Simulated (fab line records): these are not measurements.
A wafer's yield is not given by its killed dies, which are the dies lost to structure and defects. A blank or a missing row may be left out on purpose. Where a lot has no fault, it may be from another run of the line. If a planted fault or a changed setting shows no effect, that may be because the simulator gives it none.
Matching of chambers + flow n5 finfet + rie diel-02 running N5_FIN_CUT_STRIP_22: 4 sister chambers
The step strips in N2/H2. 16 wafers are shown with their chamber, then 8 later ones without.

WAFERS PAIRED WITH THEIR CHAMBERS
| wafer  | chamber | showerhead plenum p Torr (Torr) | drypump motor current A (A) | throttle valve pct (%) |
|--------|---------|---------------------------------|-----------------------------|------------------------|
| L074.2 | 1       | 3.20                            | 5.7                         | 20.1                   |
| L074.3 | 0       | 3.50                            | 5.2                         | 18.9                   |
| L074.4 | 3       | 3.52                            | 5.5                         | 18.9                   |
| L077.1 | 2       | 3.17                            | 5.0                         | 18.6                   |
| L077.4 | 3       | 3.52                            | 5.5                         | 18.9                   |
| L077.6 | 1       | 3.20                            | 5.7                         | 20.1                   |
| L080.1 | 0       | 3.50                            | 5.2                         | 18.8                   |
| L080.2 | 1       | 3.20                            | 5.7                         | 20.1                   |
| L080.4 | 2       | 3.17                            | 5.0                         | 18.5                   |
| L082.1 | 0       | 3.50                            | 5.2                         | 18.9                   |
| L082.2 | 3       | 3.51                            | 5.5                         | 18.9                   |
| L082.6 | 0       | 3.50                            | 5.2                         | 18.8                   |
| L083.1 | 0       | 3.50                            | 5.2                         | 18.9                   |
| L083.2 | 2       | 3.17                            | 5.0                         | 18.6                   |
| L083.4 | 3       | 3.51                            | 5.6                         | 18.9                   |
| L093.2 | 3       | 3.50                            | 5.5                         | 19.0                   |

SIGNATURES, as means of the wafers listed above
| reading                  | chamber 0 | chamber 1 | chamber 2 | chamber 3 | scatter within a chamber |
|--------------------------|-----------|-----------|-----------|-----------|--------------------------|
| showerhead plenum p Torr | 3.5000    | 3.2000    | 3.1700    | 3.5120    | 0.00483                  |
| drypump motor current A  | 5.200     | 5.700     | 5.000     | 5.520     | 0.0258                   |
| throttle valve pct       | 18.860    | 20.100    | 18.567    | 18.920    | 0.0471                   |
Rule: distance of a wafer from a chamber = root of the sum over the readings of ((wafer's reading minus chamber's mean) / reading's scatter) squared. If the next closest chamber is less than 2 further off than the closest, the wafer can't be placed; otherwise it belongs to the closest. The scatter is the square root of a quotient: the sum, over the shown wafers, of each reading's squared deviation from its chamber's mean, divided by wafers minus chambers.

WAFERS WITHOUT THEIR CHAMBER
| wafer  | showerhead plenum p Torr (Torr) | drypump motor current A (A) | throttle valve pct (%) |
|--------|---------------------------------|-----------------------------|------------------------|
| L093.4 | 3.19                            | 5.6                         | 20.1                   |
| L093.6 | 3.48                            | 5.2                         | 18.8                   |
| L095.1 | 3.48                            | 5.2                         | 18.9                   |
| L095.3 | 3.50                            | 5.5                         | 19.0                   |
| L095.4 | 3.50                            | 5.5                         | 19.0                   |
| L096.1 | 3.48                            | 5.2                         | 18.9                   |
| L096.2 | 3.50                            | 5.5                         | 19.0                   |
| L096.3 | 3.18                            | 5.7                         | 20.1                   |

CHAMBER TAKEN BY EACH
| wafer  | from the rows above | in truth |
|--------|---------------------|----------|
| L093.4 | 1                   | 1        |
| L093.6 | 0                   | 0        |
| L095.1 | 0                   | 0        |
| L095.3 | 3                   | 3        |
| L095.4 | 3                   | 3        |
| L096.1 | 0                   | 0        |
| L096.2 | 3                   | 3        |
| L096.3 | 1                   | 1        |
8 of 8 placed correctly. Left unplaced by these rows: 0. 0 placed wrongly.
